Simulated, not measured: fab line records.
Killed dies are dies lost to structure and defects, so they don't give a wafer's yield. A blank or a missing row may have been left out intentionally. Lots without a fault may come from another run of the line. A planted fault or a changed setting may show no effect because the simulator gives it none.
Comparing a struck lot with a sound one ; flow n5 finfet ; 27 out of 1938 route steps
Sound: wafers L673.1, L673.2, L673.6. Wafers struck: L681.2, L681.3, L681.5. Last of all comes the cause.
Per side, at each step with rows, come the tool, then ch with its chambers, and then its first start. Under that, the readings that differ: sound wafers ; struck wafers ; difference of the means ; sigmas: that difference in standard deviations of wafers without a fault.
alike: readings whose means differ by less than 2 such deviations, and words and numbers that are the same on both sides. not compared: withheld readings, readings that some wafer has no value for, bounds like >300 that may hide the same value, and numbers for which the record gives no deviation and whose values overlap.
A row with sigmas, a row that says differs or no value, or rows on one side alone: a step with any of these is where the two part. Non-overlapping numbers with no deviation appear without sigmas and do not part them. A reading missing from all wafers of one side parts the sides only when that side holds two or more wafers.

first, 11 steps without rows for these wafers: N5_BEOL_M1_STRIP_65 (strips in N2/H2); N5_BEOL_M1_STRIP_75 (strips in N2/H2); N5_BEOL_M1_STRIP_66 (strips in CF4); N5_BEOL_M1_HM_OPEN_17 (chemistry Cl2/BCl3, target TiN, target depth 20 nm, overetch 6 nm); N5_BEOL_M1_STRIP_19 (strips in O2); N5_BEOL_M1_COAT_67 (time 60 s, resist thk 60 nm); N5_BEOL_M1_COAT_68 (time 60 s, resist thk 12 nm); N5_BEOL_M1_COAT_76 (time 60 s, resist thk 5 nm); N5_BEOL_M1_COAT_22 (resist thk 30 nm); N5_BEOL_M1_EBR_24; N5_BEOL_M1_SOFTBAKE_23 (time 60 s).
N5_BEOL_M1_EXPOSE_25: exposes mask V0, defocus 5 nm, target cd 24 nm.
  sound on euv scanner-02 ch 0, day 6 20:20; struck on euv scanner-02 ch 0, day 8 17:41
reading;sound;struck;difference;sigmas
exposure dose mJ cm2;63.05 63.08 63.03;68.64 68.59 68.69;+5.59;+82
  alike: mask
then, 2 steps without rows for these wafers: N5_BEOL_M1_PEB_26 (peb time 60 s); N5_BEOL_M1_DEVELOP_27 (develop time 30 s).
N5_BEOL_M1_CD_MEAS_28: target cd y 23.3 nm.
  sound on cd sem-02 ch 0, day 6 20:29; struck on cd sem-01 ch 0, day 8 17:50
reading;sound;struck;difference;sigmas
cd nm (nm);24.00 23.27 23.95;25.75 25.93 25.71;+2.06;+8
then, 8 steps without rows for these wafers: N5_BEOL_M1_DESCUM_33 (chemistry O2, time 7 s); N5_BEOL_M1_ETCH_77 (etches underlayer in N2/H2, target depth 6.5 nm, time 5.2 s); N5_BEOL_M1_ETCH_69 (etches SiARC in CF4, target depth 15.6 nm, time 26 s); N5_BEOL_M1_ALD_98 (deposits SiO2, target thk 2.5 nm, pulse time 1 s, co reactant pulse time 1 s); N5_BEOL_M1_ETCHBACK_99 (etches SiO2 in CHF3, target depth 5 nm, time 10.4 s); N5_BEOL_M1_ETCH_70 (etches SOC in N2/H2, target depth 80 nm, overetch 16 nm, time 120 s); N5_BEOL_M1_STRIP_71 (strips in N2/H2); N5_BEOL_M1_STRIP_78 (strips in N2/H2).
N5_BEOL_M1_VIA_ETCH_34: etches the open film in C4F6/O2, target depth 67.8 nm, time 64.4 s.
  sound on rie diel-06 ch 0,1,3, day 7 02:02; struck on rie diel-06 ch 0,1,3, day 8 20:37
reading;sound;struck;difference;sigmas
model.BEOL_M1.cd nm (nm);18.6 18 18;20.2 19.8 19.8;+1.7;
  alike: drypump motor current A, oes_ar_750_au, oes product au, rf vpp V, showerhead plenum p Torr, throttle valve pct
  not compared: rf hours counter h
then, 1 step without rows for these wafers: N5_BEOL_M1_STRIP_83 (strips in C4F6/O2).
N5_BEOL_M4_RC_MEAS_101:
  sound on prober-02 ch 0, day 8 17:02; struck on prober-01 ch 0, day 10 16:00
  alike: DIBL_N, DIBL_P, IOFF_N, IOFF_P, ION_N, ION_P, SS_N, SS_P, VT_N, VT_P
after that, 1 step had no rows for these wafers: N5_PASSIVATION_PROBE_49.

## WHERE THEY PART
First at N5_BEOL_M1_EXPOSE_25; last, within this record, at N5_BEOL_M1_CD_MEAS_28. Later steps at which nothing parts them and some readings are alike: N5_BEOL_M1_VIA_ETCH_34, N5_BEOL_M4_RC_MEAS_101.

WHY: what the simulator had put in
Process parameter drift: euv scanner-02, from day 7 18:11 on, at N5_BEOL_M1_EXPOSE_25. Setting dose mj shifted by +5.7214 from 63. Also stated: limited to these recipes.
